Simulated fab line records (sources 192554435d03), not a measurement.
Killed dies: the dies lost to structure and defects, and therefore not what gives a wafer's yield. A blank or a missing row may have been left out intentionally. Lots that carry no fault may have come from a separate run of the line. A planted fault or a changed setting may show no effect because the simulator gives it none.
Split-lot trial || flow n5Finfet || 39 wafers read from 7 lots, route of 1938 steps

THE SPLIT
At N5_SD_EPI_P_EPI_21 (deposits SiGe:B, time 355 s), the setting tempC was moved away from the recipe's 550 C on 15 of the 39 wafers read, by -0.5% to +0.8%. For the rest of the wafers, this setting stayed at what the recipe calls for.

FROM THE SPLIT TO THE READING: what the file shows between them, 6 steps
- N5_SD_EPI_P_EPI_MEAS_23
- N5_SD_EPI_P_HM_STRIP_48: strips SiNx in H3PO4, material SiNx, target depth 3 nm
- N5_SD_EPI_P_SRD_49: time 30 s
- N5_SD_EPI_P_PRECLEAN_24: cleans in O3/DIW, time 45 s
- N5_SD_ACTIVATION_RTA_00: time 0 s
- N5_SD_ACTIVATION_LSA_01: time 0.0008 s

THE READING
RS_SD_P in ohm/sq, measured at N5_SD_ACTIVATION_RS_MEAS_03 by four-point-probe. On this fab line, fault-free wafers typically give 56.2 ohm/sq with a standard deviation of 0.78 ohm/sq.

{"wafer": "L074.1", "tool, chamber at the split": "epiRpcvd-03, 0", "tempC as run, C": 547.2, "against the recipe": "-0.5%", "RS_SD_P, ohm/sq": 59.5, "against lot-mates on the recipe": "+4.6"}
{"wafer": "L074.2", "tool, chamber at the split": "epiRpcvd-03, 0", "tempC as run, C": 547.2, "against the recipe": "-0.5%", "RS_SD_P, ohm/sq": 59.1, "against lot-mates on the recipe": "+4.2"}
{"wafer": "L074.3", "tool, chamber at the split": "epiRpcvd-03, 0", "tempC as run, C": 547.2, "against the recipe": "-0.5%", "RS_SD_P, ohm/sq": 59.0, "against lot-mates on the recipe": "+4.1"}
{"wafer": "L074.4", "tool, chamber at the split": "epiRpcvd-03, 0", "tempC as run, C": 550, "against the recipe": "recipe", "RS_SD_P, ohm/sq": 54.6, "against lot-mates on the recipe": "-"}
{"wafer": "L074.5", "tool, chamber at the split": "epiRpcvd-03, 0", "tempC as run, C": 550, "against the recipe": "recipe", "RS_SD_P, ohm/sq": 54.9, "against lot-mates on the recipe": "-"}
{"wafer": "L074.6", "tool, chamber at the split": "epiRpcvd-03, 0", "tempC as run, C": 550, "against the recipe": "recipe", "RS_SD_P, ohm/sq": 55.1, "against lot-mates on the recipe": "-"}
{"wafer": "L076.1", "tool, chamber at the split": "epiRpcvd-03, 0", "tempC as run, C": 548.9, "against the recipe": "-0.2%", "RS_SD_P, ohm/sq": 58.1, "against lot-mates on the recipe": "+1.7"}
{"wafer": "L076.2", "tool, chamber at the split": "epiRpcvd-03, 0", "tempC as run, C": 550, "against the recipe": "recipe", "RS_SD_P, ohm/sq": 56.2, "against lot-mates on the recipe": "-"}
{"wafer": "L076.3", "tool, chamber at the split": "epiRpcvd-03, 0", "tempC as run, C": 548.9, "against the recipe": "-0.2%", "RS_SD_P, ohm/sq": 58.7, "against lot-mates on the recipe": "+2.3"}
{"wafer": "L076.4", "tool, chamber at the split": "epiRpcvd-03, 0", "tempC as run, C": 548.9, "against the recipe": "-0.2%", "RS_SD_P, ohm/sq": 57.3, "against lot-mates on the recipe": "+0.9"}
{"wafer": "L076.5", "tool, chamber at the split": "epiRpcvd-03, 0", "tempC as run, C": 550, "against the recipe": "recipe", "RS_SD_P, ohm/sq": 56.8, "against lot-mates on the recipe": "-"}
{"wafer": "L076.6", "tool, chamber at the split": "epiRpcvd-03, 0", "tempC as run, C": 550, "against the recipe": "recipe", "RS_SD_P, ohm/sq": 56.3, "against lot-mates on the recipe": "-"}
{"wafer": "L078.1", "tool, chamber at the split": "epiRpcvd-03, 0", "tempC as run, C": 550, "against the recipe": "recipe", "RS_SD_P, ohm/sq": 56.5, "against lot-mates on the recipe": "-"}
{"wafer": "L078.2", "tool, chamber at the split": "epiRpcvd-03, 0", "tempC as run, C": 550, "against the recipe": "recipe", "RS_SD_P, ohm/sq": 57.4, "against lot-mates on the recipe": "-"}
{"wafer": "L078.3", "tool, chamber at the split": "epiRpcvd-03, 0", "tempC as run, C": 550, "against the recipe": "recipe", "RS_SD_P, ohm/sq": 57.1, "against lot-mates on the recipe": "-"}
{"wafer": "L078.4", "tool, chamber at the split": "epiRpcvd-03, 0", "tempC as run, C": 550, "against the recipe": "recipe", "RS_SD_P, ohm/sq": 55.7, "against lot-mates on the recipe": "-"}
{"wafer": "L078.5", "tool, chamber at the split": "epiRpcvd-03, 0", "tempC as run, C": 550, "against the recipe": "recipe", "RS_SD_P, ohm/sq": 56.8, "against lot-mates on the recipe": "-"}
{"wafer": "L078.6", "tool, chamber at the split": "epiRpcvd-03, 0", "tempC as run, C": 550, "against the recipe": "recipe", "RS_SD_P, ohm/sq": 55.9, "against lot-mates on the recipe": "-"}
{"wafer": "L081.1", "tool, chamber at the split": "epiRpcvd-03, 0", "tempC as run, C": 550, "against the recipe": "recipe", "RS_SD_P, ohm/sq": 55.4, "against lot-mates on the recipe": "-"}
{"wafer": "L081.2", "tool, chamber at the split": "epiRpcvd-03, 0", "tempC as run, C": 550, "against the recipe": "recipe", "RS_SD_P, ohm/sq": 57.1, "against lot-mates on the recipe": "-"}
{"wafer": "L081.3", "tool, chamber at the split": "epiRpcvd-03, 0", "tempC as run, C": 552.9, "against the recipe": "+0.5%", "RS_SD_P, ohm/sq": 52.2, "against lot-mates on the recipe": -4.2}
{"wafer": "L081.4", "tool, chamber at the split": "epiRpcvd-03, 0", "tempC as run, C": 552.9, "against the recipe": "+0.5%", "RS_SD_P, ohm/sq": 53.3, "against lot-mates on the recipe": -3.1}
{"wafer": "L081.5", "tool, chamber at the split": "epiRpcvd-03, 0", "tempC as run, C": 552.9, "against the recipe": "+0.5%", "RS_SD_P, ohm/sq": 52.5, "against lot-mates on the recipe": -3.9}
{"wafer": "L081.6", "tool, chamber at the split": "epiRpcvd-03, 0", "tempC as run, C": 550, "against the recipe": "recipe", "RS_SD_P, ohm/sq": 56.7, "against lot-mates on the recipe": "-"}
{"wafer": "L094.1", "tool, chamber at the split": "epiRpcvd-02, 0", "tempC as run, C": 554.2, "against the recipe": "+0.8%", "RS_SD_P, ohm/sq": 51.9, "against lot-mates on the recipe": -5.2}
{"wafer": "L094.2", "tool, chamber at the split": "epiRpcvd-02, 0", "tempC as run, C": 554.2, "against the recipe": "+0.8%", "RS_SD_P, ohm/sq": 51.6, "against lot-mates on the recipe": -5.5}
{"wafer": "L094.3", "tool, chamber at the split": "epiRpcvd-02, 0", "tempC as run, C": 554.2, "against the recipe": "+0.8%", "RS_SD_P, ohm/sq": 51.1, "against lot-mates on the recipe": -6.0}
{"wafer": "L094.4", "tool, chamber at the split": "epiRpcvd-02, 0", "tempC as run, C": 550, "against the recipe": "recipe", "RS_SD_P, ohm/sq": 57.7, "against lot-mates on the recipe": "-"}
{"wafer": "L094.5", "tool, chamber at the split": "epiRpcvd-02, 0", "tempC as run, C": 550, "against the recipe": "recipe", "RS_SD_P, ohm/sq": 56.1, "against lot-mates on the recipe": "-"}
{"wafer": "L094.6", "tool, chamber at the split": "epiRpcvd-02, 0", "tempC as run, C": 550, "against the recipe": "recipe", "RS_SD_P, ohm/sq": 57.4, "against lot-mates on the recipe": "-"}
{"wafer": "L095.1", "tool, chamber at the split": "epiRpcvd-03, 0", "tempC as run, C": 550, "against the recipe": "recipe", "RS_SD_P, ohm/sq": 55.1, "against lot-mates on the recipe": "-"}
{"wafer": "L095.2", "tool, chamber at the split": "epiRpcvd-03, 0", "tempC as run, C": 547.4, "against the recipe": "-0.5%", "RS_SD_P, ohm/sq": 59.0, "against lot-mates on the recipe": "+3.9"}
{"wafer": "L095.3", "tool, chamber at the split": "epiRpcvd-03, 0", "tempC as run, C": 547.4, "against the recipe": "-0.5%", "RS_SD_P, ohm/sq": 58.7, "against lot-mates on the recipe": "+3.6"}
{"wafer": "L095.4", "tool, chamber at the split": "epiRpcvd-03, 0", "tempC as run, C": 550, "against the recipe": "recipe", "RS_SD_P, ohm/sq": 55.2, "against lot-mates on the recipe": "-"}
{"wafer": "L095.5", "tool, chamber at the split": "epiRpcvd-03, 0", "tempC as run, C": 547.4, "against the recipe": "-0.5%", "RS_SD_P, ohm/sq": 58.5, "against lot-mates on the recipe": "+3.4"}
{"wafer": "L095.6", "tool, chamber at the split": "epiRpcvd-03, 0", "tempC as run, C": 550, "against the recipe": "recipe", "RS_SD_P, ohm/sq": 55.0, "against lot-mates on the recipe": "-"}
{"wafer": "L096.2", "tool, chamber at the split": "epiRpcvd-04, 0", "tempC as run, C": 550, "against the recipe": "recipe", "RS_SD_P, ohm/sq": 56.7, "against lot-mates on the recipe": "-"}
{"wafer": "L096.4", "tool, chamber at the split": "epiRpcvd-04, 0", "tempC as run, C": 550, "against the recipe": "recipe", "RS_SD_P, ohm/sq": 57.9, "against lot-mates on the recipe": "-"}
{"wafer": "L096.5", "tool, chamber at the split": "epiRpcvd-04, 0", "tempC as run, C": 550, "against the recipe": "recipe", "RS_SD_P, ohm/sq": 56.4, "against lot-mates on the recipe": "-"}

THE FIT
A straight line over all 39 wafers: RS_SD_P changes by -6.16 ohm/sq for each +1% of tempC; r = -0.93; the points scatter about the line by 0.82 ohm/sq.
The same after taking each lot's own level away (the mean of its wafers on the recipe; 39 wafers): -7.55 ohm/sq for each +1%; r = -0.98; scatter 0.52 ohm/sq.
That fit puts the effect of the largest move of tempC on the reading at 5.8 ohm/sq.
The lots' own levels span 54.87 to 57.07 ohm/sq, that is 2.8 times the standard deviation above.
In other words, the slope is changed by the lot-to-lot level; the two fits disagree.
Check: -5.78 ohm/sq against its lot-mates is what the line predicts for one of the wafers moved furthest among these (+0.8%) when that wafer is left out of the fit. It came out at -5.17 ohm/sq against them.

OTHER SPLITS ON THESE WAFERS
Before the reading, these wafers also passed through other splits. Each is held against what the fit with the lots' levels taken away leaves over:
{"other split on the same wafers": "N5_PMOS_HMC_CHANNEL_EPI_EPI_20 tempC", "wafers away from the commonest value": 9, "r with RS_SD_P (lot level and that fit taken away)": -0.13}
{"other split on the same wafers": "N5_FIN_SAQP_ALD_61 aldCycles", "wafers away from the commonest value": 15, "r with RS_SD_P (lot level and that fit taken away)": -0.14}
{"other split on the same wafers": "N5_DUMMY_GATE_ETCH_37 sourceW", "wafers away from the commonest value": 15, "r with RS_SD_P (lot level and that fit taken away)": "+0.13"}
{"other split on the same wafers": "N5_DUMMY_GATE_ETCH_32 timeS", "wafers away from the commonest value": 18, "r with RS_SD_P (lot level and that fit taken away)": -0.12}
{"other split on the same wafers": "N5_SD_EPI_N_ETCH_16 targetDepthA", "wafers away from the commonest value": 12, "r with RS_SD_P (lot level and that fit taken away)": "+0.07"}

THE WHOLE CHAIN: every reading that the file lists as answering this split, in the file's order
{"step": "N5_SD_EPI_P_EPI_21", "what it does": "deposits SiGe:B, time 355 s", "reading": "SiGe-B_of_SD_EPI_P_EPI_21.thkNm (the simulator's own value, which no gauge read)", "change (the file's fit)": "+7.87 nm for each +1% of the setting", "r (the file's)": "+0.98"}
{"step": "N5_SD_EPI_P_EPI_MEAS_23", "what it does": "", "reading": "thkNm", "change (the file's fit)": "withheld for each +1% of the setting", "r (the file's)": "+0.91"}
{"step": "N5_SD_EPI_P_HM_STRIP_48", "what it does": "strips SiNx in H3PO4, material SiNx, target depth 3 nm", "reading": "SiGe-B_of_SD_EPI_P_EPI_21.thkNm (the simulator's own value, which no gauge read)", "change (the file's fit)": "+7.81 nm for each +1% of the setting", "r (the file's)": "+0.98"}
{"step": "N5_SD_ACTIVATION_RS_MEAS_03", "what it does": "measures by four-point-probe", "reading": "RS_SD_P", "change (the file's fit)": "-7.52 for each +1% of the setting", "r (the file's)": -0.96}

THE FILE'S OWN FIT
RS_SD_P changes by -7.52 ohm/sq for each +1% of tempC, r = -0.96.
